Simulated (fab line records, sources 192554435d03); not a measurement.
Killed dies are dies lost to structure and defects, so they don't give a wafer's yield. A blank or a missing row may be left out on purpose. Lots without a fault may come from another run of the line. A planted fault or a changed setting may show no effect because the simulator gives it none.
Which tool did it? | flow n5_finfet | 9 lots, 27 wafers sampled, at 5 steps of a route of 1938

WHAT THE GAUGES READ, wafer by wafer
N5_BEOL_M4_RC_MEAS_101. Usual: DIBL_N 36.0 mV/V, standard deviation 1.6; DIBL_P 35.8 mV/V, standard deviation 2; IOFF_N 0.152 nA/um, standard deviation 0.03; IOFF_P 0.20 nA/um, standard deviation 0.031; ION_N 670 uA/um, standard deviation 12; ION_P 459 uA/um, standard deviation 7.4; SS_N 71.5 mV/dec, standard deviation 0.56; SS_P 73.2 mV/dec, standard deviation 0.64; VT_N 251 mV, standard deviation 3.5; VT_P -252 mV, standard deviation 3.3.
lot  | measured     | on        | DIBL_N (mV/V)  | DIBL_P (mV/V)  | IOFF_N (nA/um)    | IOFF_P (nA/um) | ION_N (uA/um) | ION_P (uA/um) | SS_N (mV/dec)  | SS_P (mV/dec)  | VT_N (mV)   | VT_P (mV)      | flag
L638 | day 10 03:13 | prober-01 | 37.4 35.9 37.2 | 36.7 35.6 37.0 | 0.151 0.125 0.155 | 0.20 0.18 0.20 | 674 656 680   | 461 455 463   | 71.8 71.3 72.1 | 73.6 73.2 73.6 | 253 255 250 | -252 -250 -253 |
L639 | day 10 22:27 | prober-01 | 33.6 36.9 34.7 | 34.2 38.5 35.2 | 0.113 0.172 0.136 | 0.19 0.26 0.21 | 644 676 673   | 456 473 473   | 71.4 71.7 71.2 | 72.4 73.6 72.9 | 255 248 253 | -247 -245 -248 |
L641 | day 11 01:23 | prober-01 | 33.4 34.5 36.9 | 30.6 33.8 35.4 | 0.099 0.123 0.152 | 0.15 0.19 0.20 | 645 671 662   | 449 467 460   | 70.3 70.3 72.2 | 71.7 72.5 73.3 | 256 252 249 | -254 -251 -249 |
L646 | day 12 17:02 | prober-02 | 34.8 36.3 40.9 | 32.6 34.5 40.2 | 0.118 0.143 0.233 | 0.14 0.17 0.25 | 665 661 689   | 452 451 461   | 71.1 70.6 72.9 | 72.2 72.8 74.1 | 250 248 242 | -256 -253 -250 |
L648 | day 12 21:17 | prober-01 | 34.8 37.0 37.5 | 36.5 39.1 39.4 | 0.157 0.203 0.224 | 0.21 0.26 0.26 | 672 695 686   | 461 470 466   | 71.3 71.8 72.0 | 72.7 73.6 73.6 | 249 245 243 | -250 -246 -248 |
L652 | day 13 06:11 | prober-02 | 35.6 35.3 36.1 | 35.8 35.7 35.7 | 0.151 0.146 0.150 | 0.20 0.20 0.20 | 687 674 673   | 469 461 459   | 71.3 70.9 71.2 | 73.7 73.4 72.6 | 250 248 249 | -250 -251 -249 |
L655 | day 14 03:56 | prober-02 | 35.4 35.7 38.8 | 35.1 37.0 40.0 | 0.126 0.139 0.190 | 0.16 0.18 0.23 | 651 671 671   | 441 461 449   | 71.2 71.3 72.2 | 72.9 73.1 74.8 | 253 253 247 | -254 -252 -251 |
L656 | day 15 06:46 | prober-01 | 35.3 35.7 37.0 | 36.1 36.1 37.1 | 0.156 0.171 0.177 | 0.23 0.22 0.23 | 681 677 676   | 467 468 465   | 71.0 71.2 71.9 | 73.7 74.0 74.4 | 248 249 251 | -249 -250 -250 |
L657 | day 15 11:20 | prober-02 | 34.3 31.8 33.2 | 34.4 30.1 32.1 | 0.129 0.087 0.113 | 0.17 0.11 0.14 | 655 632 658   | 454 435 449   | 70.4 71.7 71.2 | 72.7 71.6 72.2 | 250 259 255 | -253 -261 -258 |

WHICH TOOL RAN EACH LOT (tool, then ch and the chambers of the sampled wafers, then the start)
lot  | N5_FIN_SAQP_DESCUM_21             | N5_FIN_SAQP_ETCH_65             | N5_FIN_SAQP_STRIP_70              | N5_FIN_SAQP_RECESS_71
L638 | rie_diel-05 ch 0,1,2, day 2 22:05 | rie_si-01 ch 0,1,3, day 3 00:21 | rie_diel-02 ch 0,1,3, day 3 01:01 | vapor_etch-02 ch 0,1, day 3 01:05
L639 | rie_diel-06 ch 2,3, day 3 04:34   | rie_si-01 ch 0,2,3, day 3 06:44 | rie_diel-05 ch 0,1, day 3 07:38   | vapor_etch-01 ch 0,1, day 3 07:41
L641 | rie_diel-06 ch 2,3, day 3 15:56   | rie_si-02 ch 0,3, day 3 18:11   | rie_diel-06 ch 1,3, day 3 18:50   | vapor_etch-01 ch 0,1, day 3 18:54
L646 | rie_diel-06 ch 1,3, day 4 22:50   | rie_si-01 ch 0,2,3, day 5 01:47 | rie_diel-02 ch 1,3, day 5 02:27   | vapor_etch-02 ch 0,1, day 5 02:31
L648 | rie_diel-02 ch 1,3, day 5 11:29   | rie_si-01 ch 0,2,3, day 5 13:46 | rie_diel-06 ch 1,2, day 5 14:26   | vapor_etch-02 ch 0,1, day 5 14:32
L652 | rie_diel-05 ch 0,1, day 6 10:40   | rie_si-02 ch 1,2, day 6 12:57   | rie_diel-06 ch 1,2, day 6 13:39   | vapor_etch-01 ch 0,1, day 6 13:43
L655 | rie_diel-06 ch 0,1,2, day 7 03:17 | rie_si-04 ch 0,2,3, day 7 05:31 | rie_diel-06 ch 1,2, day 7 06:10   | vapor_etch-01 ch 0, day 7 06:20
L656 | rie_diel-02 ch 1,2,3, day 7 09:28 | rie_si-02 ch 1,2,3, day 7 11:43 | rie_diel-05 ch 0,1,3, day 7 12:23 | vapor_etch-01 ch 0,1, day 7 12:27
L657 | rie_diel-02 ch 2,3, day 7 15:43   | rie_si-04 ch 0,1,2, day 7 18:01 | rie_diel-06 ch 0,3, day 7 18:40   | vapor_etch-02 ch 0,1, day 7 18:44
- N5_FIN_SAQP_DESCUM_21: chemistry O2, time 7.9 s.
- N5_FIN_SAQP_ETCH_65: etches SiO2 in CF4, target depth 4 nm, time 4.4 s.
- N5_FIN_SAQP_STRIP_70: strips in N2/H2.
- N5_FIN_SAQP_RECESS_71: chemistry HF/NH3, target SiO2, target depth 3 nm, afs cycles 1, sublimation time 60 s.

WHAT THE TOOLS THEMSELVES READ (means of the sampled wafers that have a number; where no wafer has one, the mark that the record gives instead)
N5_FIN_SAQP_DESCUM_21. Usual: drypump_motor_current_A 5.7 A, standard deviation 0.43; oes_product_au 0.78 a.u., standard deviation 0.091; rf_vpp_V 243.3 V, standard deviation 1.1; showerhead_plenum_p_Torr 2.11 Torr, standard deviation 0.045; throttle_valve_pct 20.47 %, standard deviation 0.22.
lot  | tool        | drypump_motor_current_A (A) | oes_product_au (a.u.) | rf_vpp_V (V) | showerhead_plenum_p_Torr (Torr) | throttle_valve_pct (%) | flag
L638 | rie_diel-05 | 5.7                         | 0.74                  | 243.2        | 2.10                            | 20.56                  |
L639 | rie_diel-06 | 6.1                         | 0.75                  | 242.6        | 2.08                            | 20.42                  |
L641 | rie_diel-06 | 6.0                         | 0.75                  | 243.8        | 2.10                            | 20.48                  |
L646 | rie_diel-06 | 5.8                         | 0.85                  | 243.9        | 2.12                            | 20.14                  |
L648 | rie_diel-02 | 5.9                         | 0.69                  | 241.3        | 2.01                            | 20.61                  |
L652 | rie_diel-05 | 5.9                         | 0.74                  | 243.0        | 2.10                            | 20.72                  |
L655 | rie_diel-06 | 5.9                         | 0.83                  | 244.0        | 2.10                            | 20.25                  |
L656 | rie_diel-02 | 5.7                         | 0.85                  | 244.6        | 2.14                            | 20.37                  |
L657 | rie_diel-02 | 6.2                         | 0.94                  | 244.9        | 2.20                            | 20.28                  |

N5_FIN_SAQP_ETCH_65. Usual: drypump_motor_current_A 5.7 A, standard deviation 0.49; oes_product_au 0.993 a.u., standard deviation 0.017; throttle_valve_pct 21.72 %, standard deviation 0.23.
lot  | tool      | drypump_motor_current_A (A) | oes_product_au (a.u.) | throttle_valve_pct (%) | flag
L638 | rie_si-01 | 5.8                         | 0.992                 | 21.63                  |
L639 | rie_si-01 | 6.1                         | 0.983                 | 21.75                  |
L641 | rie_si-02 | 5.9                         | 0.978                 | 21.53                  |
L646 | rie_si-01 | 6.1                         | 1.062                 | 21.79                  | OFF
L648 | rie_si-01 | 6.1                         | 1.135                 | 21.82                  | OFF
L652 | rie_si-02 | 5.6                         | 1.006                 | 21.81                  |
L655 | rie_si-04 | 5.4                         | 1.009                 | 21.82                  |
L656 | rie_si-02 | 5.6                         | 0.992                 | 21.87                  |
L657 | rie_si-04 | 5.5                         | 1.004                 | 21.76                  |

N5_FIN_SAQP_STRIP_70. Usual: drypump_motor_current_A 5.7 A, standard deviation 0.47; h2_flow_sccm 300.0 sccm, standard deviation 0.89; n2_flow_sccm 300.0 sccm, standard deviation 0.95; oes_product_au 0.77 a.u., standard deviation 0.085; rf_vpp_V 122.0 V, standard deviation 0.88; showerhead_plenum_p_Torr 3.36 Torr, standard deviation 0.089; throttle_valve_pct 18.92 %, standard deviation 0.22.
lot  | tool        | drypump_motor_current_A (A) | h2_flow_sccm (sccm) | n2_flow_sccm (sccm) | oes_product_au (a.u.) | rf_vpp_V (V) | showerhead_plenum_p_Torr (Torr) | throttle_valve_pct (%) | flag
L638 | rie_diel-02 | 5.5                         | 300.1               | 299.5               | 0.71                  | 121.7        | 3.32                            | 18.85                  |
L639 | rie_diel-05 | 5.9                         | 299.3               | 299.3               | 0.76                  | 121.3        | 3.36                            | 18.97                  |
L641 | rie_diel-06 | 5.8                         | 299.6               | 299.8               | 0.81                  | 122.2        | 3.38                            | 18.72                  |
L646 | rie_diel-02 | 5.5                         | 300.6               | 301.6               | 0.71                  | 121.0        | 3.26                            | 18.81                  |
L648 | rie_diel-06 | 5.9                         | 299.5               | 300.0               | 0.84                  | 121.7        | 3.42                            | 18.82                  |
L652 | rie_diel-06 | 5.9                         | 300.4               | 300.4               | 0.83                  | 123.1        | 3.42                            | 18.84                  |
L655 | rie_diel-06 | 5.9                         | 299.5               | 301.3               | 0.82                  | 122.3        | 3.41                            | 18.85                  |
L656 | rie_diel-05 | 5.7                         | 300.4               | 300.5               | 0.79                  | 122.0        | 3.38                            | 19.08                  |
L657 | rie_diel-06 | 5.8                         | 299.1               | 300.1               | 0.78                  | 122.2        | 3.35                            | 18.88                  |

N5_FIN_SAQP_RECESS_71. Usual: drypump_motor_current_A 5.6 A, standard deviation 0.51; sublimation_temp_c 180.02 C, standard deviation 0.15.
lot  | tool          | drypump_motor_current_A (A) | sublimation_temp_c (C) | flag
L638 | vapor_etch-02 | 5.8                         | 179.95                 |
L639 | vapor_etch-01 | 5.6                         | 180.09                 |
L641 | vapor_etch-01 | 5.3                         | 180.06                 |
L646 | vapor_etch-02 | 5.8                         | 179.78                 |
L648 | vapor_etch-02 | 5.8                         | 179.98                 |
L652 | vapor_etch-01 | 5.6                         | 180.00                 |
L655 | vapor_etch-01 | 4.9                         | 179.97                 |
L656 | vapor_etch-01 | 5.3                         | 180.11                 |
L657 | vapor_etch-02 | 6.0                         | 180.13                 |

THE ANSWER, worked out from the rows above alone
Rule: a lot is off if the mean of its wafers that have a number lies more than 3 standard deviations from the usual mean. A lot without any number at a reading at which 4 lots or more have one is off too. The other lots that the step has rows for count as sound. The gauges are gone through in route order, then the tools' own readings, and for those a lot's mean is taken as printed above. The first step at which some lot is off is used, and at that step the reading that is off furthest; a lot without a number counts as furthest.
Off: L646, L648, at N5_FIN_SAQP_ETCH_65 (oes_product_au).
A tool fits if, at that step or a process step before it, it ran every lot that is off, and no sound lot after the first of them. One fits: rie_si-01 at N5_FIN_SAQP_ETCH_65. Its last sound lot is L639 (day 3 06:44), its first lot that is off L646 (day 5 01:47): a fault that began between those two fits.
The tool's own readings at N5_FIN_SAQP_ETCH_65 bear it out: on the lots that are off they differ by more than 5 times the standard deviation of the sound lots' means. oes_product_au reads 1.099 a.u. there against 0.995 a.u. on the sound lots.

WHAT THE SIMULATOR HAD PUT IN
Process parameter drift: rie_si-01, from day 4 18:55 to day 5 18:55, at N5_FIN_SAQP_ETCH_65. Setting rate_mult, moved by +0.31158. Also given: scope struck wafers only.
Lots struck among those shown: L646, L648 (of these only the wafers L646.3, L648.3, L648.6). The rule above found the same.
